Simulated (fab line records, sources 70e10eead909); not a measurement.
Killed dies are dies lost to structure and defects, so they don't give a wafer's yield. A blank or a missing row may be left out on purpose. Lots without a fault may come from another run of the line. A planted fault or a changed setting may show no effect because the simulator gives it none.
Chamber matching | flow nand_harc | NHARC_A_CONTACT_ETCH_110 on rie_diel-11: 4 sister chambers
The step etches the open film in CF4/O2, target depth 50 nm, overetch 5 nm, time 27.5 s. 4 wafers are shown with their chamber, then 12 later ones without.

WAFERS WITH THEIR CHAMBER
wafer  | chamber | rf_vpp_V (V)
L087.5 | 1       | 198.1
L089.1 | 0       | 200.5
L089.3 | 3       | 197.1
L089.4 | 2       | 197.1

WAFERS WITHOUT THEIR CHAMBER
wafer  | rf_vpp_V (V)
L090.3 | 196.4
L090.5 | 196.7
L090.6 | 198.1
L092.3 | 197.7
L092.4 | 198.1
L092.6 | 196.0
L093.1 | 198.4
L093.3 | 198.5
L093.4 | 195.7
L094.4 | 196.8
L094.5 | 197.0
L094.6 | 196.7

WHICH CHAMBER EACH WENT THROUGH
wafer  | from the rows above          | in truth
L090.3 | can't be placed: 2 or 3 or 1 | 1
L090.5 | can't be placed: 2 or 3 or 1 | 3
L090.6 | can't be placed: 1 or 2 or 3 | 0
L092.3 | can't be placed: 1 or 2 or 3 | 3
L092.4 | can't be placed: 1 or 2 or 3 | 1
L092.6 | can't be placed: 2 or 3 or 1 | 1
L093.1 | can't be placed: 1 or 2 or 3 | 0
L093.3 | can't be placed: 1 or 2 or 3 | 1
L093.4 | can't be placed: 2 or 3 or 1 | 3
L094.4 | can't be placed: 2 or 3 or 1 | 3
L094.5 | can't be placed: 2 or 3 or 1 | 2
L094.6 | can't be placed: 2 or 3 or 1 | 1
Placed correctly: 0 of 12. Can't be placed from these rows: 12 (the true chamber is among the candidates in 10). Placed wrongly: 0.
How it was worked out, from the rows above alone: a wafer's distance from a chamber is the root of the sum, over the readings, of the square of ((its reading less the chamber's mean) divided by the reading's scatter). The wafer belongs to the nearest chamber; if the next one is less than 2 further off, it can't be placed. A chamber's mean is the mean of its shown wafers. The scatter: with one shown wafer a chamber, the root of the mean of the squares of how far each hidden wafer lies from its nearest shown one.
